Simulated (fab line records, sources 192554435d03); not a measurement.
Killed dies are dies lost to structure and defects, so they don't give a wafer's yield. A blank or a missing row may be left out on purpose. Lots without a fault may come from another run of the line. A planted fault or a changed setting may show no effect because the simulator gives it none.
fab line records | flow n5_finfet
record lots=10 wafers=27 last_day=18
route steps=1938 shown DUMMY_GATE@242 SPACER0@259 BEOL_M4@1111 PASSIVATION@1936
lots that met no fault: from a run of the same line without faults
start_h: hours from the record's first day to the start of the lot's first wafer shown | wait_h: hours since the lot's step before | " the same as in the row above | L1.1+2: a row that stands for several wafers | - no value, or no start given | * or withheld: withheld | < > ~ a bound
route shown NAME@n: a module of which the file shows steps, and the number in the route of the first | usual: mean/standard deviation of fault-free wafers | same: alike in all rows | chamber/n: place in a boat | sites: the reading at each site | _std_site: their standard deviation | _edge_site: outer sites' mean less inner sites' | radius_mm: how far each site lies from the wafer's centre | mask NAME#n: copy n | behind: the tool/chamber that last shaped the wafer | hold: why the lot was held/for how many hours/how that ended | device: the transistor (n, p or np) that didn't switch | end of line: the same wafers' tests at the end of the route | a step without rows: its recipe alone | killed: dies lost to structure and defects at the first sort, not the wafer's yield | map: a wafer's dies, x killed, . not, _ none there
set.NAME: the setting as run; set.NAME@STEP: as run at that earlier step | model.NAME: the simulator's own value behind a step, which no gauge read
steps of the route over a sample of lots; a table a step, a row a wafer
services: from which hour (start_h, from the record's first day; less than 0 if before it) a tool's chamber was out of use, for how many hours, and why
## steps
# step N5_DUMMY_GATE_CD_MEAS_50
# recipe target_cd_nm=14
# usual cd_nm=14.2/0.33
# columns lot.wafer tool chamber start_h wait_h cd_nm
L417.1 cd_sem-02 - 77.43 0.0 14.2
L417.2 " - " " 14.1
L417.6 " - " " 13.7
L418.1 cd_sem-01 - 81.34 0.0 14.3
L418.3 " - " " 14.1
L418.5 " - " " 14.7
L420.1 cd_sem-01 - 90.04 0.0 14.2
L420.6 " - " " 14.1
L424.5 cd_sem-03 - 115.43 0.0 14.7
L424.6 " - " " 14.0
L425.1 cd_sem-03 - 119.78 0.0 14.2
L425.5 " - " " 14.3
L427.1 cd_sem-01 - 130.74 0.0 14.1
L427.5 " - " " 14.6
L427.6 " - " " 14.4
L429.1 cd_sem-01 - 152.34 0.0 14.3
L429.2 " - " " 14.2
L429.6 " - " " 14.0
L434.2 cd_sem-01 - 173.51 0.0 14.2
L434.4 " - " " 13.9
L434.5 " - " " 14.2
L435.1 cd_sem-03 - 181.60 0.0 14.6
L435.4 " - " " 13.9
L435.5 " - " " 14.4
L436.1 cd_sem-01 - 185.80 0.0 14.2
L436.4 " - " " 14.4
L436.6 " - " " 13.9
# step N5_DUMMY_GATE_HM_OPEN_21
# recipe chemistry=CH3F/O2 target=SiNx target_depth_a=1200 Ar_flow_sccm=150 CH3F_flow_sccm=30 O2_flow_sccm=23 time_s=171.4 pressure_mtorr=30 source_w=395 bias_w=73 ion_energy_ev=120.7
# usual drypump_motor_current_A=5.8/0.47 oes_product_au=0.78/0.08 rf_vpp_V=300/5.6 showerhead_plenum_p_Torr=2.06/0.052 throttle_valve_pct=16.4/0.31
# columns lot.wafer tool chamber start_h wait_h drypump_motor_current_A oes_product_au rf_hours_counter_h rf_vpp_V showerhead_plenum_p_Torr throttle_valve_pct
L417.1 rie_diel-04 2 77.64 0.0 5.7 0.77 120 306 2.12 16.8
L417.2 " 0 " " 5.6 0.75 151 300 2.03 16.8
L417.6 " 3 " " 5.7 0.72 - 298 2.07 16.2
L418.1 rie_diel-02 0 81.47 0.0 5.1 0.72 166 300 2.01 16.8
L418.3 " 1 " " 5.4 0.90 29 297 2.05 16.0
L418.5 " 1 " " 5.4 0.90 - 298 2.05 16.0
L420.1 rie_diel-04 2 90.18 0.0 5.7 0.76 124 308 2.12 16.8
L420.6 " 3 " " 5.7 0.72 - 299 2.06 16.2
L424.5 rie_diel-04 0 115.62 0.1 5.6 0.74 - 302 2.03 16.8
L424.6 " 1 " " 6.3 0.75 - 309 2.09 16.2
L425.1 rie_diel-04 1 119.92 0.0 6.3 0.74 170 306 2.09 16.2
L425.5 " 3 " " 5.7 0.70 - 298 2.06 16.2
L427.1 rie_diel-04 2 130.88 0.0 5.7 0.75 136 308 2.11 16.8
L427.5 " 1 " " 6.3 0.74 - 307 2.09 16.2
L427.6 " 2 " " 5.7 0.75 - 307 2.11 16.8
L429.1 rie_diel-02 3 152.48 0.0 6.6 0.93 20 305 2.15 16.3
L429.2 " 0 " " 5.1 0.70 190 300 2.01 16.8
L429.6 " 0 " " 5.2 0.70 - 301 2.01 16.8
L434.2 rie_diel-03 0 173.64 0.0 5.9 0.76 159 297 2.02 16.5
L434.4 " 2 " " 5.1 0.78 101 295 2.04 16.6
L434.5 " 0 " " 5.9 0.75 - 297 2.02 16.5
L435.1 rie_diel-03 1 181.73 0.0 6.0 0.74 170 286 1.93 16.6
L435.4 " 2 " " 5.0 0.79 102 294 2.03 16.6
L435.5 " 0 " " 5.9 0.75 - 298 2.02 16.5
L436.1 rie_diel-02 0 185.93 0.0 5.1 0.69 201 303 2.00 16.9
L436.4 " 1 " " 5.4 0.85 64 297 2.04 16.1
L436.6 " 1 " " 5.4 0.83 - 297 2.04 16.1
# step N5_DUMMY_GATE_ETCH_42
# recipe chemistry=CHF3/O2 target=SiO2 target_depth_a=35 time_s=31 ion_energy_ev=30 bias_w=12 pressure_mtorr=30 source_w=600 Ar_flow_sccm=200 CHF3_flow_sccm=50 O2_flow_sccm=5
# usual drypump_motor_current_A=5.8/0.49 oes_product_au=0.80/0.085 rf_vpp_V=42.6/1.1 showerhead_plenum_p_Torr=2.45/0.071 throttle_valve_pct=18.76/0.3
# columns lot.wafer tool chamber start_h wait_h drypump_motor_current_A oes_product_au rf_hours_counter_h rf_vpp_V showerhead_plenum_p_Torr throttle_valve_pct
L417.1 rie_diel-02 2 78.05 0.0 6.6 0.69 255 43.3 2.47 18.62
L417.2 " 0 " " 5.1 0.72 165 43.0 2.41 19.14
L417.6 " 2 " " 6.6 0.69 - 42.4 2.47 18.62
L418.1 rie_diel-03 2 81.88 0.0 5.0 0.81 75 41.8 2.44 18.88
L418.3 " 3 " " 5.6 0.96 6 40.6 2.57 18.46
L418.5 " 1 " " 6.0 0.77 - 40.3 2.32 18.90
L420.1 rie_diel-02 3 90.59 0.0 6.5 1.00 1 43.8 2.57 18.63
L420.6 " 3 " " 6.5 0.99 - 43.2 2.57 18.63
L424.5 rie_diel-04 0 116.11 0.2 5.6 0.73 - 42.4 2.42 19.17
L424.6 " 3 " " 5.7 0.71 - 42.2 2.46 18.49
L425.1 rie_diel-02 1 120.33 0.0 5.4 0.87 43 43.4 2.44 18.38
L425.5 " 2 " " 6.6 0.95 - 42.7 2.47 18.21
L427.1 rie_diel-04 0 131.29 0.0 5.6 0.73 167 42.4 2.41 19.18
L427.5 " 0 " " 5.6 0.73 - 42.6 2.41 19.19
L427.6 " 1 " " 6.3 0.74 - 41.9 2.50 18.50
L429.1 rie_diel-02 2 153.13 0.3 6.6 0.93 13 43.2 2.47 18.24
L429.2 " 0 " " 5.2 0.71 190 43.5 2.40 19.18
L429.6 " 2 " " 6.6 0.93 - 43.4 2.47 18.24
L434.2 rie_diel-04 3 174.11 0.1 5.8 0.70 248 41.9 2.45 18.51
L434.4 " 0 " " 5.6 0.72 179 42.2 2.41 19.20
L434.5 " 0 " " 5.6 0.72 - 43.6 2.41 19.20
L435.1 rie_diel-04 0 182.14 0.0 5.6 0.72 182 43.1 2.41 19.20
L435.4 " 2 " " 5.7 0.74 - 42.4 2.51 19.16
L435.5 " 1 " " 6.3 0.73 - 42.8 2.49 18.51
L436.1 rie_diel-03 2 186.34 0.0 5.0 0.78 104 42.7 2.43 18.92
L436.4 " 1 " " 6.0 0.74 172 39.1 2.30 18.93
L436.6 " 2 " " 5.0 0.79 - 42.2 2.43 18.92
# step N5_SPACER0_ALD_00
# recipe material=SiOCN target_thk_a=35 temp_c=400 ald_precursor_family=alkyl-aminosilane ald_co_reactant=O2/N2-plasma pulse_time_s=3 purge_time_s=2 co_reactant_purge_time_s=2 ald_cycles=58 pressure_torr=2
# usual ald_cycles=58/0 heater_power_w=843/92 precursor_pulse_height_rel=0.998/0.021
# columns lot.wafer tool chamber start_h wait_h ald_cycles heater_power_w precursor_pulse_height_rel
L417.1 ald_sin-03 1 78.47 0.1 58 726 1.024
L417.2 " 0 " " 58 927 1.024
L417.6 " 2 " " 58 757 1.003
L418.1 ald_sin-03 0 82.31 0.1 58 897 0.981
L418.3 " 1 " " 58 735 1.013
L418.5 " 2 " " 58 778 1.021
L420.1 ald_sin-03 3 91.01 0.1 64 830 0.968
L420.6 " 1 " " 64 712 0.994
L424.5 ald_sin-03 0 116.72 0.1 58 915 1.001
L424.6 " 3 " " 64 821 0.984
L425.1 ald_sin-03 0 120.75 0.1 64 909 0.994
L425.5 " 3 " " 58 824 1.001
L427.1 ald_sin-04 3 131.71 0.1 58 979 0.963
L427.5 " 2 " " 58 1025 0.990
L427.6 " 3 " " 58 1009 0.973
L429.1 ald_sin-01 1 153.55 0.1 58 715 0.990
L429.2 " 3 " " 58 801 1.019
L429.6 " 3 " " 58 798 1.010
L434.2 ald_sin-04 2 175.17 0.1 58 1038 0.994
L434.4 " 1 " " 58 765 1.004
L434.5 " 0 " " 58 929 1.006
L435.1 ald_sin-01 2 182.77 0.1 58 952 1.019
L435.4 " 0 " " 58 859 0.954
L435.5 " 3 " " 58 803 0.997
L436.1 ald_sin-03 3 187.28 0.1 58 833 0.985
L436.4 " 2 " " 58 776 1.023
L436.6 " 3 " " 58 828 0.972
# step N5_BEOL_M4_RC_MEAS_101
# usual DIBL_N=35.9/1.4 DIBL_P=35.9/1.7 IOFF_N=0.160/0.026 IOFF_P=0.21/0.036 ION_N=672/11 ION_P=461/8.1 REXT_P=101.0/2.3 SS_N=71.4/0.54 SS_P=73.2/0.67 VT_N=249.3/2.7 VT_P=-250/3.9
# columns lot.wafer tool chamber start_h wait_h DIBL_N[mV/V] DIBL_P[mV/V] IOFF_N[nA/um] IOFF_P[nA/um] ION_N[uA/um] ION_P[uA/um] REXT_P[ohm.um] SS_N[mV/dec] SS_P[mV/dec] VT_N[mV] VT_P[mV]
L417.1 prober-02 0 204.42 0.0 37.0 38.7 0.187 0.24 680 455 104.3 72.2 74.2 246.1 -249
L417.2 " 0 " " 35.1 36.5 0.160 0.20 680 468 102.4 71.6 73.1 248.8 -253
L417.6 " 0 " " 34.3 35.6 0.139 0.18 673 459 105.0 71.5 73.1 249.6 -255
L418.1 prober-01 0 206.52 0.0 37.4 35.6 0.178 0.20 674 456 97.8 71.8 73.3 247.8 -255
L418.3 " 0 " " 37.1 36.0 0.178 0.21 686 458 96.7 71.6 73.6 249.2 -253
L418.5 " 0 " " 35.0 33.4 0.136 0.16 664 448 97.2 71.7 72.4 253.0 -255
L420.1 prober-01 0 208.68 0.0 34.5 33.4 0.125 0.17 656 455 107.1 71.0 73.1 253.8 -253
L420.6 " 0 " " 33.5 32.9 0.121 0.16 656 455 105.7 70.2 72.4 252.8 -250
L424.5 prober-01 0 232.68 0.6 32.5 31.9 0.104 0.14 658 448 101.5 70.6 72.7 258.3 -257
L424.6 " 0 " " 34.8 35.6 0.130 0.17 648 442 105.5 70.9 74.5 253.8 -258
L425.1 prober-02 0 250.04 0.0 36.5 38.0 0.167 0.21 661 455 110.7 71.6 73.6 246.9 -253
L425.5 " 0 " " 36.1 36.8 0.169 0.21 687 463 105.9 71.7 72.5 245.5 -251
L427.1 prober-01 0 254.42 0.0 35.7 36.0 0.171 0.24 692 476 97.1 71.6 72.6 245.1 -247
L427.5 " 0 " " 35.4 35.7 0.163 0.23 673 466 98.8 71.1 72.9 247.9 -244
L427.6 " 0 " " 36.0 36.0 0.169 0.24 684 470 97.9 72.0 72.7 247.9 -246
L429.1 prober-01 0 265.84 0.0 36.9 35.9 0.178 0.21 678 461 101.2 72.2 73.9 247.4 -249
L429.2 " 0 " " 35.4 34.5 0.158 0.20 664 453 101.4 72.0 72.6 249.4 -252
L429.6 " 0 " " 35.4 34.0 0.147 0.18 662 445 100.4 71.9 73.1 252.3 -254
L434.2 prober-02 0 291.75 0.2 40.2 39.1 0.228 0.27 677 468 96.3 72.5 74.4 246.0 -248
L434.4 " 0 " " 35.4 34.9 0.132 0.19 672 462 95.5 70.7 72.5 252.0 -254
L434.5 " 0 " " 37.4 37.0 0.165 0.22 682 465 97.4 71.2 73.3 247.7 -249
L435.1 prober-01 0 309.69 0.0 36.2 37.0 0.186 0.23 670 458 95.9 72.1 73.9 245.1 -248
L435.4 " 0 " " 35.4 37.1 0.171 0.22 690 465 97.5 71.6 74.4 248.0 -250
L435.5 " 0 " " 34.2 34.5 0.136 0.18 660 451 98.0 71.1 72.8 251.7 -253
L436.1 prober-02 0 316.26 0.0 36.1 36.2 0.149 0.18 665 456 100.4 71.0 72.9 252.6 -253
L436.4 " 0 " " 35.0 35.4 0.136 0.17 678 459 100.5 70.9 73.7 253.1 -255
L436.6 " 0 " " 38.2 39.4 0.190 0.24 675 462 101.8 71.5 74.2 249.5 -248
# step N5_PASSIVATION_PROBE_49
# usual defect_limited_yield=90.9/1.5 killed_at_M0_to_M3=35/10 killed_at_M4_up=14/5.2 killed_at_contacts=13/7.3 killed_at_front_end=42/12 killed_at_other=3.4/2.5 killed_dies=108/18 killed_open=70/13 killed_short=35/8 sort_bin_5_function=5.4/1 sort_bin_6_memory=3.4/0.71 sort_bin_8_speed=0.00/0.0099 sort_n_pass=1072/18 sort_yield_pct=90.9/1.5
# same gross_dies=1180 killed_at_back_side=0 sort_bin_4_leakage[%]=0
# columns lot.wafer tool chamber start_h wait_h defect_limited_yield[%] killed_at_M0_to_M3 killed_at_M4_up killed_at_contacts killed_at_front_end killed_at_other killed_dies killed_open killed_short sort_bin_5_function[%] sort_bin_6_memory[%] sort_bin_8_speed[%] sort_n_pass sort_yield_pct[%]
L417.1 prober-01 - 303.99 0.0 90.7 29 10 11 55 5 110 69 36 5.5 3.2 0 1070 90.7
L417.2 prober-01 - 304.04 0.1 93.7 25 6 4 37 2 74 51 23 3.6 2.3 0 1106 93.7
L417.6 prober-01 - 304.24 0.3 92.1 32 14 12 31 4 93 57 34 4.3 3.1 0 1087 92.1
# killed by level:class
L417.1 FIN_SAQP:geometric_particle:open=11 FIN_SAQP:geometric_particle:short=9 STI_FIN_REVEAL:geometric_particle:open=7 MOL_CONTACT_COAG:geometric_particle:open=6 DUMMY_GATE:geometric_particle:open=5 BEOL_M1:geometric_particle:open=5 BEOL_M2:geometric_particle:open=5 ILD0:geometric_particle:short=4
L417.2 FIN_SAQP:geometric_particle:short=9 FIN_SAQP:geometric_particle:open=8 BEOL_M3:geometric_particle:open=6 BEOL_M0_SAQP:geometric_particle:open=6 BEOL_M2:geometric_particle:open=5 MOL_CONTACT_COAG:geometric_particle:open=4 DUMMY_GATE:geometric_particle:open=3 STARTING-WAFER:geometric_particle:open=3
L417.6 BEOL_M0_SAQP:geometric_particle:open=11 MOL_CONTACT_COAG:geometric_particle:open=10 BEOL_M0_SAQP:geometric_particle:short=10 FIN_SAQP:geometric_particle:short=6 DUMMY_GATE:geometric_particle:open=6 STI_FIN_REVEAL:geometric_particle:open=5 BEOL_M3:geometric_particle:open=5 FIN_SAQP:geometric_particle:open=4
## services
# columns tool chamber start_h hours kind
rie_diel-02 3 58.62 - clean
rie_diel-02 3 58.62 - consumable_replace:focus_ring
rie_diel-02 3 58.62 - consumable_replace:showerhead
rie_diel-02 3 58.62 28.6 scheduled_down
rie_diel-02 3 58.62 28.6 vent_cycle
ald_sin-04 1 63.88 16.2 repair
rie_diel-02 2 87.28 - clean
rie_diel-02 2 87.28 - consumable_replace:focus_ring
rie_diel-02 2 87.28 19.8 scheduled_down
rie_diel-02 2 87.28 19.8 vent_cycle
ald_sin-01 - 93.35 1.7 repair
ald_sin-03 2 102.83 8.4 repair
rie_diel-03 - 163.99 0.5 repair
rie_diel-03 2 175.88 5.3 repair
ald_sin-04 - 176.75 14.0 pm
ald_sin-04 0 176.75 14.0 vent_cycle
ald_sin-04 1 176.75 14.0 vent_cycle
ald_sin-04 2 176.75 14.0 vent_cycle
ald_sin-04 3 176.75 14.0 vent_cycle
rie_diel-04 3 179.20 - clean
rie_diel-04 3 179.20 - consumable_replace:focus_ring
rie_diel-04 3 179.20 17.8 scheduled_down
rie_diel-04 3 179.20 17.8 vent_cycle
## key
first_sign step=N5_SPACER0_ALD_00 reading=ald_cycles direction=up sigmas=99+ usual=* struck=*
effect step=N5_BEOL_M4_RC_MEAS_101 reading=REXT_P direction=up sigmas=2.7 usual=101.0 struck=107.2
met_at N5_SPACER0_ALD_00
struck_lots L420,L424,L425
struck_wafers L420.1,L420.6,L424.6,L425.1
not_acting_at N5_DUMMY_GATE_CD_MEAS_50,N5_DUMMY_GATE_HM_OPEN_21,N5_DUMMY_GATE_ETCH_42
onset_between 82.31 91.01
fault kind=process_parameter_drift tool=ald_sin-03 chamber=- onset_h=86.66 steps=N5_SPACER0_ALD_00 channel=ald_cycles offset=* shape=step end_h=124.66 scope=struck_wafers_only acts_in=* stated=*
